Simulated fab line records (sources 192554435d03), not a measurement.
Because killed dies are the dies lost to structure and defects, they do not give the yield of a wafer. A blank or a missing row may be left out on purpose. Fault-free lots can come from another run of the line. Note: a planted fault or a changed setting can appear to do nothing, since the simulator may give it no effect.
Which tool was responsible? | flow n5Finfet | 8 lots, 24 wafers sampled, at 5 steps of a route of 1938

## WHAT EACH GAUGE READ, for each wafer
N5_FIN_CUT_INSPECT_10: inspects for defects (brightfield).
lot  | measured    | on               | rawDefectCount
L316 | day 2 08:51 | defectInspect-02 | 54 37 36
L320 | day 3 10:33 | defectInspect-02 | 39 63 53
L323 | day 4 07:32 | defectInspect-02 | 53 35 55
L327 | day 5 03:39 | defectInspect-02 | 51 38 19
L330 | day 5 20:20 | defectInspect-02 | 389 33 46
L333 | day 6 14:59 | defectInspect-02 | 19 43 30
L337 | day 7 16:04 | defectInspect-02 | 40 48 44
L338 | day 7 21:48 | defectInspect-02 | 38 35 44

## WHAT TOOL EACH LOT RAN ON (gives the tool, then ch and the chambers of the sampled wafers, and finally the start)
lot  | N5_FIN_SAQP_PRECLEAN_42           | N5_FIN_SAQP_ETCH_69              | N5_FIN_SAQP_STRIP_77             | N5_FIN_SAQP_ETCH_64
L316 | wetBench-05 ch 3,5,6, day 2 02:15 | rieDiel-01 ch 0,1,3, day 2 06:59 | rieDiel-04 ch 2,3, day 2 07:59   | rieSi-02 ch 0,1,3, day 2 08:10
L320 | wetBench-06 ch 2,3,4, day 3 01:59 | rieDiel-04 ch 0,2,3, day 3 07:09 | rieDiel-01 ch 0,1,2, day 3 08:12 | rieSi-02 ch 1,2,3, day 3 08:22
L323 | wetBench-05 ch 0,6,7, day 3 20:56 | rieDiel-01 ch 0,1,2, day 4 05:22 | rieDiel-05 ch 0,1, day 4 06:34   | rieSi-01 ch 0,3, day 4 06:45
L327 | wetBench-06 ch 2,3,4, day 4 20:14 | rieDiel-01 ch 0,1,3, day 5 00:52 | rieDiel-04 ch 0,2, day 5 02:49   | rieSi-01 ch 0,1, day 5 02:59
L330 | wetBench-06 ch 1,3,7, day 5 14:24 | rieDiel-01 ch 0,1,2, day 5 18:25 | rieDiel-04 ch 0,1, day 5 19:23   | rieSi-04 ch 0,1,2, day 5 19:33
L333 | wetBench-05 ch 1,3,5, day 6 08:50 | rieDiel-04 ch 2,3, day 6 13:03   | rieDiel-04 ch 1,2,3, day 6 14:01 | rieSi-01 ch 1,2,3, day 6 14:11
L337 | wetBench-02 ch 0,4,5, day 7 08:54 | rieDiel-01 ch 0,2,3, day 7 14:02 | rieDiel-04 ch 0,1,3, day 7 15:07 | rieSi-02 ch 1,2,3, day 7 15:17
L338 | wetBench-02 ch 2,3,7, day 7 15:09 | rieDiel-04 ch 0,2,3, day 7 19:43 | rieDiel-05 ch 0,1,2, day 7 20:51 | rieSi-01 ch 0,1,3, day 7 21:01
- N5_FIN_SAQP_PRECLEAN_42: cleans in O3/DIW, time 60 s.
- N5_FIN_SAQP_ETCH_69: etches SOC in N2/H2, stops on SiNx, target depth 150 nm.
- N5_FIN_SAQP_STRIP_77: strips in N2/H2, time 90 s.
- N5_FIN_SAQP_ETCH_64: etches SiO2 in CF4, target depth 1.5 nm.

## THE ANSWER, worked out from the rows above alone
Rule: what is usual is taken from the lots themselves. Put in order of their means at a reading, lots are off if they are a third of the lots or fewer, leave a main group of 4 or more, and stand apart from it by a gap of 3 or more times the standard deviation of the main group's means; of several such gaps the widest counts. A main group whose means are all the same, to the digits that the tables above print for the reading, isn't used. Also off: a lot with no number at a reading for which 4 or more lots have one. The other lots that the step has rows for count as sound.
Off at N5_FIN_CUT_INSPECT_10 (rawDefectCount): L330. Mean 42 and standard deviation 6.6 in the main group.
A tool fits if, at a process step before that reading, it ran every lot that is off, and no sound lot after the first of them. The gauges at N5_FIN_CUT_INSPECT_10 are tried like those tools. Can't be told from this: 2 tools fit, wetBench-06 at N5_FIN_SAQP_PRECLEAN_42, rieSi-04 at N5_FIN_SAQP_ETCH_64.

## WHAT WAS PUT IN BY THE SIMULATOR
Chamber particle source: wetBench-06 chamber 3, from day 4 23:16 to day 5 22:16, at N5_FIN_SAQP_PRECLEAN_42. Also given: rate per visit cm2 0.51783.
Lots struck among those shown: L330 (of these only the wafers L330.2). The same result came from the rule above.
